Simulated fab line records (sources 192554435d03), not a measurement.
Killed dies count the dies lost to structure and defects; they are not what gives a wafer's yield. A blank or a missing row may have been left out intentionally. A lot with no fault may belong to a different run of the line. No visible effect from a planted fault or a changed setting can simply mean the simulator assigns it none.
Matching of chambers | flow n5 finfet | N5_BEOL_M9_DESCUM_33 on rie diel-06 has 4 sister chambers
The step chemistry O2, time 7 s. 8 wafers are shown with their chamber, then 10 later ones without.

WAFERS PAIRED WITH THEIR CHAMBERS
wafer  | chamber | drypump motor current A (A) | showerhead plenum p Torr (Torr)
L081.1 | 2       | 6.7                         | 2.02
L081.6 | 2       | 6.8                         | 2.02
L085.2 | 1       | 5.7                         | 2.17
L090.4 | 3       | 5.2                         | 1.99
L090.5 | 0       | 5.7                         | 2.18
L090.6 | 1       | 5.7                         | 2.16
L089.2 | 3       | 5.2                         | 1.98
L089.5 | 0       | 5.7                         | 2.18

WAFERS WITHOUT THEIR CHAMBER
wafer  | drypump motor current A (A) | showerhead plenum p Torr (Torr)
L089.6 | 5.7                         | 2.16
L091.1 | 5.7                         | 2.18
L091.3 | 6.7                         | 2.01
L091.6 | 6.7                         | 2.01
L095.4 | 5.7                         | 2.18
L095.5 | 5.7                         | 2.18
L095.6 | 6.7                         | 2.01
L096.1 | 5.7                         | 2.16
L096.3 | 5.2                         | 2.25
L096.5 | 5.2                         | 2.25

WHICH CHAMBER EACH ONE RAN IN
wafer  | from the rows above | in truth
L089.6 | 1                   | 1
L091.1 | 0                   | 0
L091.3 | 2                   | 2
L091.6 | 2                   | 2
L095.4 | 0                   | 0
L095.5 | 0                   | 0
L095.6 | 2                   | 2
L096.1 | 1                   | 1
L096.3 | 0                   | 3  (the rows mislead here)
L096.5 | 0                   | 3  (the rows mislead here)
8 of 10 placed correctly. Can't be placed from these rows: 0. 2 placed wrongly.
How it was worked out, from the rows above alone: a wafer's distance from a chamber is the root of the sum, over the readings, of the square of ((its reading less the chamber's mean) divided by the reading's scatter). If the next closest chamber is less than 2 further off than the closest, the wafer can't be placed; otherwise it belongs to the closest. Each chamber's mean is taken over the wafers shown for it. The scatter: the root of (the sum of the squares of (reading less its chamber's mean) over the shown wafers, divided by (wafers less chambers)).
